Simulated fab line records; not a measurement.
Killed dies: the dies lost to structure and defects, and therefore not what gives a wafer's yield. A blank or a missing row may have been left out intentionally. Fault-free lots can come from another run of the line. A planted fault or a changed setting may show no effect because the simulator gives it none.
fab line records ; flow n5-finfet ; part 1 of 2: steps 1 to 18 of 29
record: lots: 5; wafers: 15; last-day: 17
route steps=1938 shown BEOL_M11@1562
lots with no fault: from the same line, run without faults
start-h: the number of hours between the record's first day and the start of the first shown wafer of the lot ; wait-h: time in hours since the lot's previous step ; " the same as in the row above ; L1.1+2: a row that stands for several wafers ; - no value, or no start given ; * or withheld: withheld ; < > ~ a bound
route shown NAME@n: a module of which the file shows steps, and the number in the route of the first ; usual: mean and standard deviation over wafers with no fault ; same: alike in all rows ; chamber/n: place in a boat ; sites: the reading at each site ; _std_site: their standard deviation ; _edge_site: inner sites' mean taken away from outer sites' mean ; radius-mm: for every site, how far away it sits from the centre of the wafer ; mask NAME#n: copy n ; behind: the last tool/chamber to shape the wafer ; hold: the reason the lot was held/the length of the hold in hours/how it ended ; device: transistor that didn't switch, given as n, p or np ; end of line: tests of these same wafers at the route's end ; a step with no rows: only its recipe ; killed: not the wafer's yield, but the dies lost to structure and defects at the first sort ; map: a wafer's dies, marking killed ones x, the rest . and places with no die _
set.NAME: setting as actually run; set.NAME@STEP: the setting as run at that earlier step ; model.NAME: the simulator's own value behind a step, which no gauge read
a table for each step, a row for each wafer; lots at some steps of the route
services: a tool's chamber out of use, with start hour (start-h, from the record's first day; less than 0 if before it), hours out, and reason
== steps ==
step: N5_BEOL_M11_COAT_22
recipe: resist: CAR-ArF; spin-rpm: 1500; resist-thk-nm: 90
lot.wafer;tool;chamber;start-h;wait-h
L074.2+4+5;litho-track-03;0;-;-
L080.2+3+6;litho-track-03;0;-;-
L087.2+3+4;litho-track-03;0;-;-
L095.3+4+5;litho-track-03;0;-;-
L097.3+4+6;litho-track-01;0;-;-
step: N5_BEOL_M11_EBR_24
recipe: solvent: PGMEA; ebr-width-mm: 1.5
lot.wafer;tool;chamber;start-h;wait-h
L074.2+4+5;litho-track-03;0;-;-
L080.2+3+6;litho-track-03;0;-;-
L087.2+3+4;litho-track-03;0;-;-
L095.3+4+5;litho-track-03;0;-;-
L097.3+4+6;litho-track-01;0;-;-
step: N5_BEOL_M11_SOFTBAKE_23
recipe: temp-c: 110; time-s: 60; resist: CAR-ArF
lot.wafer;tool;chamber;start-h;wait-h
L074.2+4+5;litho-track-03;0;-;-
L080.2+3+6;litho-track-03;0;-;-
L087.2+3+4;litho-track-03;0;-;-
L095.3+4+5;litho-track-03;0;-;-
L097.3+4+6;litho-track-01;0;-;-
step: N5_BEOL_M11_EXPOSE_25
recipe: mask-id: V10; na: 1.35; source-shape: annular; sigma-inner: 0.5; sigma-outer: 0.8; polarization: unpolarized; dose-mj: 85.5
usual: reticle-temp-C: 22.98/0.094
lot.wafer;tool;chamber;start-h;wait-h;mask;reticle-temp-C
L074.2;arfi-scanner-01;0;214.82;-;V10#0;23.03
L074.4;arfi-scanner-01;0;214.82;-;V10#0;23.02
L074.5;arfi-scanner-01;0;214.82;-;V10#0;22.89
L080.2;arfi-scanner-01;0;256.98;-;V10#0;22.94
L080.3;arfi-scanner-01;0;256.98;-;V10#0;22.90
L080.6;arfi-scanner-01;0;256.98;-;V10#0;22.83
L087.2;arfi-scanner-01;0;302.83;-;V10#0;23.11
L087.3;arfi-scanner-01;0;302.83;-;V10#0;23.06
L087.4;arfi-scanner-01;0;302.83;-;V10#0;22.97
L095.3;arfi-scanner-01;0;342.08;-;V10#0;23.03
L095.4;arfi-scanner-01;0;342.08;-;V10#0;22.82
L095.5;arfi-scanner-01;0;342.08;-;V10#0;23.07
L097.3;arfi-scanner-02;0;366.18;-;V10#0;23.03
L097.4;arfi-scanner-02;0;366.18;-;V10#0;23.04
L097.6;arfi-scanner-02;0;366.18;-;V10#0;23.03
step: N5_BEOL_M11_PEB_26
recipe: peb-temp-c: withheld; peb-time-s: 60; resist: CAR-ArF
lot.wafer;tool;chamber;start-h;wait-h
L074.2+4+5;litho-track-03;0;214.88;0.1
L080.2+3+6;litho-track-04;0;257.04;0.1
L087.2+3+4;litho-track-04;0;302.89;0.1
L095.3+4+5;litho-track-03;0;342.14;0.0
L097.3+4+6;litho-track-01;0;366.23;0.0
step: N5_BEOL_M11_DEVELOP_27
recipe: develop-time-s: 30; developer: TMAH; resist: CAR-ArF; rinse-liquid: diw; dry: air-spin; dev-temp-c: 23
same: develop-time-s: 30
lot.wafer;tool;chamber;start-h;wait-h
L074.2+4+5;litho-track-03;0;-;-
L080.2+3+6;litho-track-04;0;-;-
L087.2+3+4;litho-track-04;0;-;-
L095.3+4+5;litho-track-03;0;-;-
L097.3+4+6;litho-track-01;0;-;-
step: N5_BEOL_M11_CD_MEAS_28
recipe: target-cd-nm: 70; landing-energy-ev: 500; detector: se-inlens; polarity: opening
usual: cd-nm: 69.8/0.87
lot.wafer;tool;chamber;start-h;wait-h;cd-nm
L074.2;cd-sem-02;0;214.95;-;70.1
L074.4;cd-sem-02;0;214.95;-;69.1
L074.5;cd-sem-02;0;214.95;-;69.6
L080.2;cd-sem-01;0;257.11;-;70.4
L080.3;cd-sem-01;0;257.11;-;71.1
L080.6;cd-sem-01;0;257.11;-;70.1
L087.2;cd-sem-02;0;302.96;-;68.1
L087.3;cd-sem-02;0;302.96;-;68.7
L087.4;cd-sem-02;0;302.96;-;68.8
L095.3;cd-sem-03;0;342.20;-;69.9
L095.4;cd-sem-03;0;342.20;-;69.9
L095.5;cd-sem-03;0;342.20;-;70.0
L097.3;cd-sem-03;0;366.30;-;68.9
L097.4;cd-sem-03;0;366.30;-;69.9
L097.6;cd-sem-03;0;366.30;-;69.0
step: N5_BEOL_M11_OVL_MEAS_29
recipe: points-per-wafer: 44
usual: V10_OVL: -0.3/0.9
same: points-per-wafer: 44
lot.wafer;tool;chamber;start-h;wait-h;V10_OVL[nm]
L074.2;overlay-01;0;214.98;0.0;1.0
L074.4;overlay-01;0;214.98;0.0;1.1
L074.5;overlay-01;0;214.98;0.0;1.1
L080.2;overlay-02;0;257.14;0.0;0.4
L080.3;overlay-02;0;257.14;0.0;-0.2
L080.6;overlay-02;0;257.14;0.0;1.1
L087.2;overlay-02;0;302.99;0.0;-0.7
L087.3;overlay-02;0;302.99;0.0;0.5
L087.4;overlay-02;0;302.99;0.0;-0.4
L095.3;overlay-01;0;342.23;0.0;-0.8
L095.4;overlay-01;0;342.23;0.0;-0.3
L095.5;overlay-01;0;342.23;0.0;-0.5
L097.3;overlay-02;0;366.33;0.0;-1.2
L097.4;overlay-02;0;366.33;0.0;-0.5
L097.6;overlay-02;0;366.33;0.0;-0.5
step: N5_BEOL_M11_INSPECT_30
recipe: mode: adi; inspect-instrument: brightfield
usual: raw-defect-count: 418/84
lot.wafer;tool;chamber;start-h;wait-h;raw-defect-count
L074.2;defect-inspect-02;-;215.00;0.0;220
L074.4;defect-inspect-02;-;215.00;0.0;438
L074.5;defect-inspect-02;-;215.00;0.0;382
L080.2;defect-inspect-01;-;257.16;0.0;360
L080.3;defect-inspect-01;-;257.16;0.0;400
L080.6;defect-inspect-01;-;257.16;0.0;403
L087.2;defect-inspect-01;-;303.01;0.0;402
L087.3;defect-inspect-01;-;303.01;0.0;470
L087.4;defect-inspect-01;-;303.01;0.0;280
L095.3;defect-inspect-01;-;342.26;0.0;317
L095.4;defect-inspect-01;-;342.26;0.0;552
L095.5;defect-inspect-01;-;342.26;0.0;403
L097.3;defect-inspect-01;-;366.35;0.0;579
L097.4;defect-inspect-01;-;366.35;0.0;497
L097.6;defect-inspect-01;-;366.35;0.0;453
step: N5_BEOL_M11_DESCUM_33
recipe: chemistry: O2; time-s: 7.9; source-power-w: 50; bias-power-w: 20; pressure-mtorr: 20; rf-frequency-hz: 2.712e+07; temp-c: 40; resist: CAR-ArF; o2-flow-sccm: 225
usual: drypump-motor-current-A: 5.5/0.5; oes-product-au: 0.81/0.097; rf-vpp-V: 243.4/1.4; showerhead-plenum-p-Torr: 2.10/0.065; throttle-valve-pct: 20.3/0.31
lot.wafer;tool;chamber;start-h;wait-h;drypump-motor-current-A;oes-product-au;rf-hours-counter-h;rf-vpp-V;showerhead-plenum-p-Torr;throttle-valve-pct
L074.2;rie-diel-04;1;215.04;0.0;5.1;1.00;5;244.6;2.13;19.9
L074.4;rie-diel-04;0;215.04;0.0;5.4;0.92;27;243.5;2.06;20.3
L074.5;rie-diel-04;1;215.04;0.0;5.1;0.99;-;246.0;2.13;19.9
L080.2;rie-diel-02;2;257.61;0.4;5.1;0.71;232;240.6;2.07;20.4
L080.3;rie-diel-02;3;257.61;0.4;5.0;0.84;67;242.1;2.03;20.4
L080.6;rie-diel-02;2;257.61;0.4;5.1;0.70;-;243.3;2.07;20.4
L087.2;rie-diel-01;3;303.44;0.4;5.7;0.67;231;244.4;2.14;20.4
L087.3;rie-diel-01;0;303.44;0.4;5.3;0.78;114;244.9;2.20;20.5
L087.4;rie-diel-01;1;303.44;0.4;6.0;0.90;37;240.5;2.05;19.9
L095.3;rie-diel-01;3;342.29;0.0;5.7;0.67;244;243.6;2.14;20.4
L095.4;rie-diel-01;0;342.29;0.0;5.3;0.77;127;244.2;2.20;20.5
L095.5;rie-diel-01;1;342.29;0.0;5.9;0.88;-;241.2;2.04;19.9
L097.3;rie-diel-02;1;366.38;0.0;5.6;0.71;217;243.9;2.15;20.6
L097.4;rie-diel-02;0;366.38;0.0;6.5;0.85;48;242.3;2.11;19.8
L097.6;rie-diel-02;3;366.38;0.0;5.0;0.79;-;242.7;2.01;20.5
step: N5_BEOL_M11_ETCH_65
recipe: chemistry: CF4; target: SiARC; target-depth-a: 390; mask-material: CAR-ArF; time-s: 65; ion-energy-ev: 80; pressure-mtorr: 40; source-w: 545; bias-w: 36; Ar_flow_sccm: 100; cf4-flow-sccm: 100; ends: cleared
usual: bias-w: 36.00/0.11; drypump-motor-current-A: 5.5/0.51; etch-rf-on-time-s: 64.1/1.6; oes-product-au: 0.69/0.084; rf-vpp-V: 184.1/1.1; showerhead-plenum-p-Torr: 2.16/0.068; throttle-valve-pct: 15.5/0.32
lot.wafer;tool;chamber;start-h;wait-h;bias-w;drypump-motor-current-A;etch-rf-on-time-s;oes-product-au;rf-hours-counter-h;rf-vpp-V;showerhead-plenum-p-Torr;throttle-valve-pct
L074.2;rie-diel-04;1;215.07;0.0;36.10;5.1;62.5;0.84;5;185.4;2.19;15.2
L074.4;rie-diel-04;0;215.07;0.0;36.12;5.4;62.5;0.79;27;182.1;2.10;15.4
L074.5;rie-diel-04;1;215.07;0.0;36.14;5.1;62.5;0.85;-;183.9;2.19;15.1
L080.2;rie-diel-02;2;257.64;0.0;35.88;5.1;68.7;0.58;232;184.2;2.12;15.6
L080.3;rie-diel-02;3;257.64;0.0;36.04;5.0;64.4;0.72;67;183.7;2.10;15.7
L080.6;rie-diel-02;2;257.64;0.0;35.81;5.1;68.7;0.58;-;182.8;2.12;15.6
L087.2;rie-diel-01;3;303.47;0.0;35.91;5.7;64.3;0.58;231;185.4;2.21;15.7
L087.3;rie-diel-01;0;303.47;0.0;36.02;5.3;63.8;0.68;114;186.2;2.23;15.6
L087.4;rie-diel-01;1;303.47;0.0;36.14;6.0;62.4;0.78;37;184.0;2.09;15.1
L095.3;rie-diel-01;3;342.33;0.0;35.92;5.7;63.0;0.58;244;185.4;2.20;15.8
L095.4;rie-diel-01;0;342.33;0.0;36.08;5.3;63.2;0.68;127;184.5;2.23;15.6
L095.5;rie-diel-01;1;342.33;0.0;35.89;6.0;62.4;0.77;-;183.2;2.09;15.1
L097.3;rie-diel-02;1;366.42;0.0;35.92;5.6;63.1;0.61;217;184.7;2.22;16.0
L097.4;rie-diel-02;0;366.42;0.0;36.05;6.5;63.2;0.74;48;183.6;2.17;15.1
L097.6;rie-diel-02;3;366.42;0.0;36.06;4.9;63.2;0.69;-;183.1;2.09;15.8
step: N5_BEOL_M11_ETCH_66
recipe: chemistry: N2/H2; target: SOC; target-depth-a: 1200; overetch-a: 240; mask-material: SiARC; temp-c: 40; time-s: 180; ion-energy-ev: 200; pressure-mtorr: 30; source-w: 840; bias-w: 150; n2-flow-sccm: 200; h2-flow-sccm: 200
usual: bias-w: 150.0/0.43; drypump-motor-current-A: 5.5/0.5; oes-product-au: 0.65/0.073; rf-vpp-V: 524.2/2.5; showerhead-plenum-p-Torr: 2.56/0.083; throttle-valve-pct: 17.72/0.29
lot.wafer;tool;chamber;start-h;wait-h;bias-w;drypump-motor-current-A;oes-product-au;rf-hours-counter-h;rf-vpp-V;showerhead-plenum-p-Torr;throttle-valve-pct
L074.2;rie-diel-04;1;215.12;0.0;149.7;5.1;0.78;5;525.7;2.61;17.47
L074.4;rie-diel-04;0;215.12;0.0;149.8;5.4;0.73;27;522.3;2.48;17.58
L074.5;rie-diel-04;1;215.12;0.0;150.6;5.1;0.78;-;525.0;2.61;17.47
L080.2;rie-diel-02;2;257.69;0.0;149.8;5.1;0.57;232;522.4;2.52;17.84
L080.3;rie-diel-02;3;257.69;0.0;150.6;5.0;0.68;67;521.1;2.47;17.95
L080.6;rie-diel-02;2;257.69;0.0;150.2;5.1;0.56;-;524.0;2.52;17.84
L087.2;rie-diel-01;3;303.52;0.0;149.8;5.7;0.55;231;526.8;2.60;17.73
L087.3;rie-diel-01;0;303.52;0.0;150.2;5.3;0.64;115;526.8;2.67;17.84
L087.4;rie-diel-01;1;303.52;0.0;149.5;6.0;0.73;37;522.8;2.46;17.15
L095.3;rie-diel-01;3;342.38;0.0;149.9;5.7;0.54;244;525.1;2.60;17.74
L095.4;rie-diel-01;0;342.38;0.0;149.0;5.3;0.63;127;527.7;2.66;17.86
L095.5;rie-diel-01;1;342.38;0.0;149.6;6.0;0.71;-;521.9;2.46;17.17
L097.3;rie-diel-02;1;366.47;0.0;150.1;5.6;0.56;217;525.3;2.60;17.85
L097.4;rie-diel-02;0;366.47;0.0;150.5;6.5;0.69;48;523.2;2.59;17.41
L097.6;rie-diel-02;3;366.47;0.0;149.6;4.9;0.65;-;520.2;2.46;18.02
step: N5_BEOL_M11_STRIP_69
recipe: chemistry: N2/H2; temp-c: 40; n2-flow-sccm: 200; h2-flow-sccm: 200; rf-frequency-hz: 6e+07
lot.wafer;tool;chamber;start-h;wait-h
L074.2+4+5;rie-diel-04;1,0,1;215.23;0.1
L080.2+3+6;rie-diel-02;2,3,2;257.81;0.1
L087.2+3+4;rie-diel-01;3,0,1;303.64;0.1
L095.3+4+5;rie-diel-01;3,0,1;342.49;0.1
L097.3+4+6;rie-diel-02;1,0,3;366.58;0.1
step: N5_BEOL_M11_VIA_ETCH_34
recipe: chemistry: C4F6/O2; target: SiCOH_lowk; target-depth-a: 1845; mask-material: SOC; taper-deg: 4; time-s: 69.2; ion-energy-ev: 250; pressure-mtorr: 30; source-w: 345; bias-w: 185; Ar_flow_sccm: 300; C4F6_flow_sccm: 10; O2_flow_sccm: 10
usual: O2_flow_sccm: 10.00/0.033; bias-w: 185.0/0.51; drypump-motor-current-A: 5.5/0.5; oes-product-au: 0.81/0.097; rf-vpp-V: 659/11; showerhead-plenum-p-Torr: 2.86/0.091; throttle-valve-pct: 20.82/0.28
lot.wafer;tool;chamber;start-h;wait-h;O2_flow_sccm;bias-w;drypump-motor-current-A;oes-product-au;rf-hours-counter-h;rf-vpp-V;showerhead-plenum-p-Torr;throttle-valve-pct
L074.2;rie-diel-04;1;215.24;0.0;9.98;184.8;5.1;0.98;5;663;2.91;20.50
L074.4;rie-diel-04;0;215.24;0.0;10.06;184.6;5.4;0.91;27;665;2.79;20.68
L074.5;rie-diel-04;1;215.24;0.0;10.03;184.6;5.1;0.99;-;664;2.91;20.49
L080.2;rie-diel-02;2;257.82;0.0;9.98;185.0;5.1;0.68;232;679;2.83;20.87
L080.3;rie-diel-02;3;257.82;0.0;9.97;184.8;5.0;0.83;67;655;2.77;20.97
L080.6;rie-diel-02;2;257.82;0.0;9.99;184.7;5.1;0.69;-;679;2.83;20.87
L087.2;rie-diel-01;3;303.65;0.0;9.99;183.8;5.7;0.67;231;646;2.92;20.89
L087.3;rie-diel-01;0;303.65;0.0;10.03;184.9;5.3;0.79;115;667;2.97;20.88
L087.4;rie-diel-01;1;303.65;0.0;9.98;184.5;6.0;0.90;37;675;2.79;20.42
L095.3;rie-diel-01;3;342.50;0.0;10.03;185.0;5.7;0.67;244;645;2.91;20.92
L095.4;rie-diel-01;0;342.50;0.0;10.04;184.8;5.3;0.79;127;666;2.97;20.91
L095.5;rie-diel-01;1;342.50;0.0;10.07;184.5;6.0;0.90;-;674;2.78;20.43
L097.3;rie-diel-02;1;366.59;0.0;10.00;185.1;5.6;0.70;217;657;2.94;21.18
L097.4;rie-diel-02;0;366.59;0.0;9.99;184.8;6.6;0.86;48;639;2.89;20.41
L097.6;rie-diel-02;3;366.59;0.0;9.96;184.4;5.0;0.80;-;655;2.76;21.02
step: N5_BEOL_M11_STRIP_73
recipe: chemistry: C4F6/O2; resist: SiARC; rf-frequency-hz: 6e+07
lot.wafer;tool;chamber;start-h;wait-h
L074.2+4+5;rie-diel-04;1,0,1;215.30;0.0
L080.2+3+6;rie-diel-02;2,3,2;257.87;0.0
L087.2+3+4;rie-diel-01;3,0,1;303.70;0.0
L095.3+4+5;rie-diel-01;3,0,1;342.55;0.0
L097.3+4+6;rie-diel-02;1,0,3;366.64;0.0
step: N5_BEOL_M11_STRIP_36
recipe: chemistry: N2/H2; power-w: 450; temp-c: 40; pressure-mtorr: 20; rf-frequency-hz: 6e+07; overash-fraction: 0.3; bias-power-w: 7; h2-frac: 0.5; n2-flow-sccm: 200; h2-flow-sccm: 200
usual: drypump-motor-current-A: 5.5/0.51; oes-product-au: 0.81/0.096; rf-vpp-V: 59.3/1.9; showerhead-plenum-p-Torr: 2.55/0.084; throttle-valve-pct: 23.5/0.31
lot.wafer;tool;chamber;start-h;wait-h;drypump-motor-current-A;oes-product-au;rf-hours-counter-h;rf-vpp-V;showerhead-plenum-p-Torr;throttle-valve-pct
L074.2;rie-diel-04;1;215.31;0.0;5.1;0.99;5;62.3;2.61;23.4
L074.4;rie-diel-04;0;215.31;0.0;5.4;0.90;27;59.5;2.48;23.4
L074.5;rie-diel-04;1;215.31;0.0;5.1;0.98;-;59.6;2.61;23.4
L080.2;rie-diel-02;2;257.88;0.0;5.1;0.68;232;56.8;2.52;23.7
L080.3;rie-diel-02;3;257.88;0.0;5.0;0.83;67;58.3;2.47;23.9
L080.6;rie-diel-02;2;257.88;0.0;5.1;0.70;-;58.7;2.52;23.7
L087.2;rie-diel-01;3;303.71;0.0;5.7;0.67;231;58.8;2.60;23.4
L087.3;rie-diel-01;0;303.71;0.0;5.3;0.78;115;61.2;2.66;23.6
L087.4;rie-diel-01;1;303.71;0.0;6.0;0.90;37;58.4;2.46;22.8
L095.3;rie-diel-01;3;342.56;0.0;5.7;0.67;244;57.0;2.59;23.4
L095.4;rie-diel-01;0;342.56;0.0;5.3;0.78;127;61.5;2.66;23.7
L095.5;rie-diel-01;1;342.56;0.0;6.0;0.89;-;59.6;2.45;22.8
L097.3;rie-diel-02;1;366.65;0.0;5.6;0.70;217;61.6;2.59;23.5
L097.4;rie-diel-02;0;366.65;0.0;6.6;0.86;48;61.3;2.59;23.3
L097.6;rie-diel-02;3;366.65;0.0;5.0;0.79;-;60.5;2.46;23.9
step: N5_BEOL_M11_TRENCH_ETCH_37
recipe: chemistry: C4F6/O2; target-depth-a: 1488.3; target: SiCOH_lowk; time-s: 48; ion-energy-ev: 250; pressure-mtorr: 30; source-w: 345; bias-w: 185; Ar_flow_sccm: 300; C4F6_flow_sccm: 10; O2_flow_sccm: 10
usual: O2_flow_sccm: 10.004/0.029; bias-w: 185.0/0.51; drypump-motor-current-A: 5.5/0.5; oes-product-au: 0.81/0.097; rf-vpp-V: 659/11; showerhead-plenum-p-Torr: 2.86/0.091; throttle-valve-pct: 20.84/0.28
lot.wafer;tool;chamber;start-h;wait-h;O2_flow_sccm;bias-w;drypump-motor-current-A;oes-product-au;rf-hours-counter-h;rf-vpp-V;showerhead-plenum-p-Torr;throttle-valve-pct
L074.2;rie-diel-04;1;-;-;9.952;185.1;5.1;0.99;5;663;2.91;20.53
L074.4;rie-diel-04;0;-;-;10.031;184.5;5.4;0.92;27;667;2.79;20.72
L074.5;rie-diel-04;1;-;-;9.990;185.2;5.1;0.99;-;664;2.91;20.53
L080.2;rie-diel-02;2;-;-;10.022;185.2;5.1;0.69;232;679;2.83;20.88
L080.3;rie-diel-02;3;-;-;9.976;185.4;4.9;0.84;67;655;2.77;21.01
L080.6;rie-diel-02;2;-;-;10.003;185.1;5.1;0.69;-;681;2.82;20.89
L087.2;rie-diel-01;3;-;-;9.957;185.8;5.7;0.68;231;646;2.92;20.93
L087.3;rie-diel-01;0;-;-;10.035;184.4;5.4;0.80;115;668;2.97;20.91
L087.4;rie-diel-01;1;-;-;9.980;184.7;6.0;0.92;37;674;2.79;20.46
L095.3;rie-diel-01;3;-;-;10.015;185.1;5.7;0.68;244;644;2.91;20.94
L095.4;rie-diel-01;0;-;-;10.056;184.6;5.3;0.79;127;665;2.97;20.93
L095.5;rie-diel-01;1;-;-;10.042;185.0;5.9;0.90;-;675;2.78;20.47
L097.3;rie-diel-02;1;-;-;10.016;185.2;5.6;0.70;217;658;2.94;21.21
L097.4;rie-diel-02;0;-;-;10.022;184.9;6.6;0.85;48;639;2.89;20.45
L097.6;rie-diel-02;3;-;-;10.016;184.1;4.9;0.80;-;653;2.76;21.07
step: N5_BEOL_M11_ETCH_41
recipe: chemistry: CH3F/O2; target: SiCN; target-depth-a: 426; taper-deg: 2; time-s: 86; ion-energy-ev: 120; mask-material: TiN; pressure-mtorr: 30; source-w: 395; bias-w: 75; Ar_flow_sccm: 150; CH3F_flow_sccm: 30; O2_flow_sccm: 20
usual: O2_flow_sccm: 20.01/0.055; bias-w: 75.00/0.23; drypump-motor-current-A: 5.5/0.5; oes-product-au: 0.81/0.097; rf-vpp-V: 297.6/1.5; showerhead-plenum-p-Torr: 2.01/0.067; throttle-valve-pct: 16.23/0.29
lot.wafer;tool;chamber;start-h;wait-h;O2_flow_sccm;bias-w;drypump-motor-current-A;oes-product-au;rf-hours-counter-h;rf-vpp-V;showerhead-plenum-p-Torr;throttle-valve-pct
L074.2;rie-diel-04;1;-;-;20.02;75.30;5.1;0.98;5;297.7;2.04;15.88
L074.4;rie-diel-04;0;-;-;20.02;74.96;5.4;0.92;27;297.0;1.96;16.06
L074.5;rie-diel-04;1;-;-;20.04;74.98;5.1;0.98;-;298.8;2.04;15.88
L080.2;rie-diel-02;2;-;-;20.04;74.80;5.1;0.69;232;297.5;1.98;16.32
L080.3;rie-diel-02;3;-;-;20.08;74.82;4.9;0.83;67;297.7;1.95;16.34
L080.6;rie-diel-02;2;-;-;20.04;75.07;5.1;0.69;-;298.0;1.98;16.32
L087.2;rie-diel-01;3;-;-;20.06;75.00;5.7;0.68;231;298.9;2.06;16.39
L087.3;rie-diel-01;0;-;-;20.03;74.81;5.4;0.79;115;298.8;2.10;16.32
L087.4;rie-diel-01;1;-;-;20.04;75.10;6.0;0.91;37;295.7;1.96;15.84
L095.3;rie-diel-01;3;-;-;20.00;74.75;5.7;0.67;244;297.8;2.05;16.41
L095.4;rie-diel-01;0;-;-;19.93;75.06;5.3;0.79;127;299.5;2.09;16.34
L095.5;rie-diel-01;1;-;-;19.97;74.79;5.9;0.90;-;295.6;1.95;15.86
L097.3;rie-diel-02;1;-;-;20.12;75.18;5.6;0.70;217;297.5;2.07;16.62
L097.4;rie-diel-02;0;-;-;19.93;75.02;6.4;0.85;48;298.0;2.03;15.83
L097.6;rie-diel-02;3;-;-;20.03;75.12;4.9;0.80;-;296.4;1.94;16.42
